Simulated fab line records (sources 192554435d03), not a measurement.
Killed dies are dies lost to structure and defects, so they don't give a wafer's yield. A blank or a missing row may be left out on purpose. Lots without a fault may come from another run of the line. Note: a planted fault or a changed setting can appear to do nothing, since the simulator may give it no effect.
Chamber matching | flow n5 finfet | N5_BEOL_M11_STRIP_19 on rie diel-04 has 4 sister chambers
The step strips in O2. 18 wafers are shown with their chamber, then 9 later ones without.

## WAFERS WITH THEIR CHAMBER
wafer  | chamber | drypump motor current A (A) | throttle valve pct (%) | oes product au (a.u.)
L078.2 | 0       | 5.1                         | 16.63                  | 0.75
L078.3 | 1       | 5.8                         | 16.67                  | 0.84
L078.6 | 0       | 5.1                         | 16.62                  | 0.75
L080.2 | 1       | 5.8                         | 16.69                  | 0.82
L080.3 | 0       | 5.1                         | 16.61                  | 0.74
L080.6 | 1       | 5.8                         | 16.68                  | 0.82
L083.1 | 1       | 5.9                         | 16.67                  | 0.82
L083.2 | 0       | 5.1                         | 16.63                  | 0.73
L083.6 | 2       | 5.6                         | 16.32                  | 0.87
L085.1 | 1       | 5.8                         | 16.71                  | 0.81
L085.2 | 2       | 5.6                         | 16.32                  | 0.87
L085.3 | 3       | 5.7                         | 16.58                  | 0.87
L088.1 | 0       | 5.1                         | 16.67                  | 0.72
L088.4 | 2       | 5.6                         | 16.34                  | 0.86
L088.5 | 2       | 5.6                         | 16.34                  | 0.85
L091.2 | 3       | 5.7                         | 16.60                  | 0.86
L091.3 | 2       | 5.5                         | 16.36                  | 0.85
L091.6 | 0       | 5.1                         | 16.67                  | 0.72

SIGNATURES (averages over the wafers above)
reading                 | chamber 0 | chamber 1 | chamber 2 | chamber 3 | scatter within a chamber
drypump motor current A | 5.100     | 5.820     | 5.580     | 5.700     | 0.0338
throttle valve pct      | 16.6383   | 16.6840   | 16.3360   | 16.5900   | 0.0202
oes product au          | 0.7350    | 0.8220    | 0.8600    | 0.8650    | 0.0116
Rule: for a wafer and a chamber, the distance is found by dividing, reading by reading, the gap between the wafer's reading and the chamber's mean by the reading's scatter, squaring, summing and taking the root. If the next closest chamber is less than 2 further off than the closest, the wafer can't be placed; otherwise it belongs to the closest. The scatter is the square root of a quotient: the sum, over the shown wafers, of each reading's squared deviation from its chamber's mean, divided by wafers minus chambers.

## WAFERS MISSING THEIR CHAMBER
wafer  | drypump motor current A (A) | throttle valve pct (%) | oes product au (a.u.)
L094.1 | 5.6                         | 16.37                  | 0.86
L094.2 | 5.8                         | 16.74                  | 0.79
L094.4 | 5.6                         | 16.35                  | 0.86
L097.1 | 5.7                         | 16.61                  | 0.82
L097.4 | 5.1                         | 16.69                  | 0.72
L097.6 | 5.8                         | 16.74                  | 0.79
L096.2 | 5.6                         | 16.37                  | 0.84
L096.5 | 5.8                         | 16.77                  | 0.80
L096.6 | 5.1                         | 16.70                  | 0.73

## WHICH CHAMBER EACH ONE RAN IN
wafer  | from the rows above     | in truth
L094.1 | 2                       | 2
L094.2 | 1                       | 1
L094.4 | 2                       | 2
L097.1 | can't be placed: 3 or 1 | 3
L097.4 | 0                       | 0
L097.6 | 1                       | 1
L096.2 | 2                       | 2
L096.5 | 1                       | 1
L096.6 | 0                       | 0
8 of 9 placed correctly. From these rows, 1 cannot be placed; in 1 the true chamber is one of the candidates. Number placed wrongly: 0.
